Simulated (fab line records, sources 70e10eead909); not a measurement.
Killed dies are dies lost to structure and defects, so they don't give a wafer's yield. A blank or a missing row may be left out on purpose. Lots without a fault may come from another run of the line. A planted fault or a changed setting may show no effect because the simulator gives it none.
Which tool did it? | flow nand_harc | 6 lots, 18 wafers sampled, at 2 steps of a route of 1302

WHAT THE GAUGES READ, wafer by wafer
NHARC_THIN_TSV_CD_MEAS_12: target cd 1000 nm.
lot  | measured     | on        | cd_nm (nm)
L353 | day 25 01:04 | cd_sem-01 | 1003.7 1000.9 1001.0
L354 | day 26 04:10 | cd_sem-03 | 997.6 995.5 997.7
L358 | day 26 10:10 | cd_sem-01 | 996.5 997.7 997.9
L361 | day 28 00:15 | cd_sem-01 | 998.2 999.2 1000.7
L364 | day 29 18:19 | cd_sem-01 | 997.0 998.3 995.7
L368 | day 30 02:14 | cd_sem-02 | 995.0 995.5

WHICH TOOL RAN EACH LOT (tool, then ch and the chambers of the sampled wafers, then the start)
lot  | NHARC_A_M0_DEP_00
L353 | pecvd-01 ch 0,1,2, day 24 00:56
L354 | pecvd-04 ch 0,1, day 25 02:12
L358 | pecvd-01 ch 1,2, day 25 08:29
L361 | pecvd-02 ch 1,2, day 26 23:53
L364 | pecvd-02 ch 0,1,2, day 28 13:43
L368 | pecvd-01 ch 0,2, day 29 00:37
- NHARC_A_M0_DEP_00: deposits SiOC, target thk 150 nm.

THE ANSWER, worked out from the rows above alone
Rule: what is usual is taken from the lots themselves. Put in order of their means at a reading, lots are off if they are a third of the lots or fewer, leave a main group of 4 or more, and stand apart from it by a gap of 3 or more times the standard deviation of the main group's means; of several such gaps the widest counts. A main group whose means are all the same, to the digits that the tables above print for the reading, isn't used. A lot without any number at a reading at which 4 lots or more have one is off too. The other lots that the step has rows for count as sound.
No lot is off at any reading shown: from this, nothing can be told.

WHAT THE SIMULATOR HAD PUT IN
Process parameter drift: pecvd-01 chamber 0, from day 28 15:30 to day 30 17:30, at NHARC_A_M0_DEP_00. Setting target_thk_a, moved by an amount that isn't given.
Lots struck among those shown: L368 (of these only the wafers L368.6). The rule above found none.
